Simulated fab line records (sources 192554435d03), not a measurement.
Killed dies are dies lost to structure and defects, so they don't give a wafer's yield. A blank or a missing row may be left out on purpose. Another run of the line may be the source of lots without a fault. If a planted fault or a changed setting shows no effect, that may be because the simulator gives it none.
A struck lot beside a sound one :: flow n5_finfet :: 41 steps out of a route of 1938
Sound: wafers L796.2, L796.4, L796.6. The struck wafers were L788.2, L788.3, L788.4. The cause is given at the end.
Order at every step that has rows: each side's tool, ch and its chambers, its first start. Under that, the readings that differ: sound wafers :: struck wafers :: difference of the means :: sigmas: that difference in standard deviations of wafers without a fault.
alike: words and numbers the same on both sides, and readings whose means are apart by under 2 such deviations; not compared: readings that were withheld, readings missing a value for some wafer, numbers with overlapping values and no deviation given by the record, and bounds like >300 which may hide the same value.
Wherever a step has rows on one side only, a row that says differs or no value, or a row with sigmas, the two part there. When numbers do not overlap yet have no deviation, they are printed without sigmas and do not part them. A reading that every wafer of one side lacks parts them only if that side has two wafers or more.

first, 11 steps without rows for these wafers: N5_BEOL_M0_SAQP_STRIP_113 (strips in CHF3/O2); N5_BEOL_M0_SAQP_MANDREL_ETCH_20 (etches a-Si in HBr/Cl2, stops on SiNx, target depth 60 nm, bt time 10 s, time 30 s); N5_BEOL_M0_SAQP_STRIP_86 (strips in N2/H2); N5_BEOL_M0_SAQP_STRIP_115 (strips in post etch residue remover, time 60 s); N5_BEOL_M0_SAQP_SRD_93 (time 30 s); N5_BEOL_M0_SAQP_RECESS_114 (chemistry HF/NH3, target SiO2, target depth 14.4 nm, afs cycles 3, sublimation time 60 s); N5_BEOL_M0_SAQP_SPACER1_ALD_98 (deposits SiO2, target thk 12.8 nm, pulse time 1 s, purge time 2 s); N5_BEOL_M0_SAQP_SPACER1_ETCHBACK_99 (etches SiO2 in CHF3/O2, target depth 15.4 nm, time 7.7 s); N5_BEOL_M0_SAQP_MANDREL1_REMOVE_100 (chemistry HBr/Cl2/O2, target a-Si, stops on SiNx, bt time 10 s); N5_BEOL_M0_SAQP_ETCH_101 (etches SiNx in CH3F/O2, target depth 29.9 nm, time 42.7 s); N5_BEOL_M0_SAQP_ETCH_102 (etches SiO2 in CF4, target depth 4 nm, time 4.4 s).
N5_BEOL_M0_SAQP_MANDREL_ETCH_103: etches a-Si in HBr/Cl2, stops on SiCN, target depth 45 nm, bt time 10 s, time 27 s.
  sound on rie_si-05 ch 0,2,3, day 11 04:58; struck on rie_si-06 ch 0,2,3, day 9 12:07
  alike: drypump_motor_current_A, oes_product_au, throttle_valve_pct
  not compared: rf_hours_counter_h
then, 18 steps without rows for these wafers: N5_BEOL_M0_SAQP_RECESS_104 (chemistry HF/NH3, target SiO2, target depth 18 nm, afs cycles 3, sublimation time 60 s); N5_BEOL_M0_SAQP_COAT_105 (time 60 s, resist thk 100 nm); N5_BEOL_M0_SAQP_ETCH_106 (etches SOC in N2/H2, stops on SiNx, target depth 150 nm); N5_BEOL_M0_SAQP_ETCH_107 (etches SiNx in CH3F/O2, target depth 30 nm); N5_BEOL_M0_SAQP_STRIP_108 (strips in N2/H2); N5_BEOL_M0_SAQP_RECESS_109 (chemistry HF/NH3, target SiO2, target depth 3 nm, afs cycles 1, sublimation time 60 s); N5_BEOL_M0_SAQP_SPACER2_ALD_26 (deposits SiO2, target thk 15 nm, pulse time 1 s, purge time 2 s); N5_BEOL_M0_SAQP_SPACER2_ETCHBACK_27 (etches SiO2 in CHF3/O2, target depth 22.5 nm, time 11.25 s); N5_BEOL_M0_SAQP_MANDREL2_REMOVE_110 (chemistry HBr/Cl2/O2, target a-Si, stops on SiCN, bt time 10 s); N5_BEOL_M0_SAQP_COAT_69 (time 60 s, resist thk 90 nm); N5_BEOL_M0_SAQP_COAT_72 (time 60 s, resist thk 15 nm); N5_BEOL_M0_SAQP_COAT_87 (time 60 s, resist thk 5 nm); N5_BEOL_M0_SAQP_COAT_34 (resist thk 30 nm); N5_BEOL_M0_SAQP_EBR_36; N5_BEOL_M0_SAQP_SOFTBAKE_35 (time 60 s); N5_BEOL_M0_SAQP_EXPOSE_37 (exposes mask M0 CUT1, target cd 30 nm); N5_BEOL_M0_SAQP_PEB_38 (peb time 60 s); N5_BEOL_M0_SAQP_DEVELOP_39 (develop time 30 s).
N5_BEOL_M0_SAQP_INSPECT_42: inspects for defects (brightfield).
  sound: defect_inspect-02 at day 11 07:37; struck: defect_inspect-01 at day 9 14:14
reading: raw_defect_count
sound: 421 318 354
struck: 715 594 708
difference: +308
sigmas: +4
then, 7 steps without rows for these wafers: N5_BEOL_M0_SAQP_DESCUM_45 (chemistry O2, time 7 s); N5_BEOL_M0_SAQP_ETCH_88 (etches underlayer in N2/H2, target depth 6.5 nm, time 5.2 s); N5_BEOL_M0_SAQP_ETCH_73 (etches SiARC in CF4, target depth 19.5 nm, time 32.5 s); N5_BEOL_M0_SAQP_CUT_ETCH_46 (etches SOC in N2/H2, target depth 135 nm, overetch 27 nm, time 202.5 s); N5_BEOL_M0_SAQP_STRIP_74 (strips in N2/H2); N5_BEOL_M0_SAQP_STRIP_89 (strips in N2/H2); N5_BEOL_M0_SAQP_ALD_48 (deposits SiO2, target thk 20 nm, pulse time 1 s, co reactant pulse time 1 s).
N5_BEOL_M0_CUTY_INSPECT_59: inspects for defects (macro).
  sound: defect_inspect-01 at day 11 09:01; struck: defect_inspect-01 at day 9 15:30
reading: raw_defect_count
sound: 2 3 3
struck: >300 >300 >300
difference: differs
sigmas: 
-- record jumps: 2 days separate the struck wafers' starts on either side; left off in module BEOL_M0_CUTY, taken up again in module BEOL_M4, whose first shown step is the route's number 1111 --
N5_BEOL_M4_RC_MEAS_101:
  sound on prober-02 ch 0, day 13 15:55; struck on prober-01 ch 0, day 11 17:29
  alike: DIBL_N, DIBL_P, IOFF_N, IOFF_P, ION_N, ION_P, SS_N, SS_P, VT_N, VT_P
-- record jumps: 4 days separate the struck wafers' starts on either side; left off in module BEOL_M4, taken up again in module PASSIVATION, whose first shown step is the route's number 1936 --
N5_PASSIVATION_PROBE_49:
  record: rows for the struck wafers here (prober-02, day 15 20:02), none for the sound ones

WHERE THEY PART
Last at N5_PASSIVATION_PROBE_49 as far as this record goes, first at N5_BEOL_M0_SAQP_INSPECT_42.

WHY: the cause the simulator had injected
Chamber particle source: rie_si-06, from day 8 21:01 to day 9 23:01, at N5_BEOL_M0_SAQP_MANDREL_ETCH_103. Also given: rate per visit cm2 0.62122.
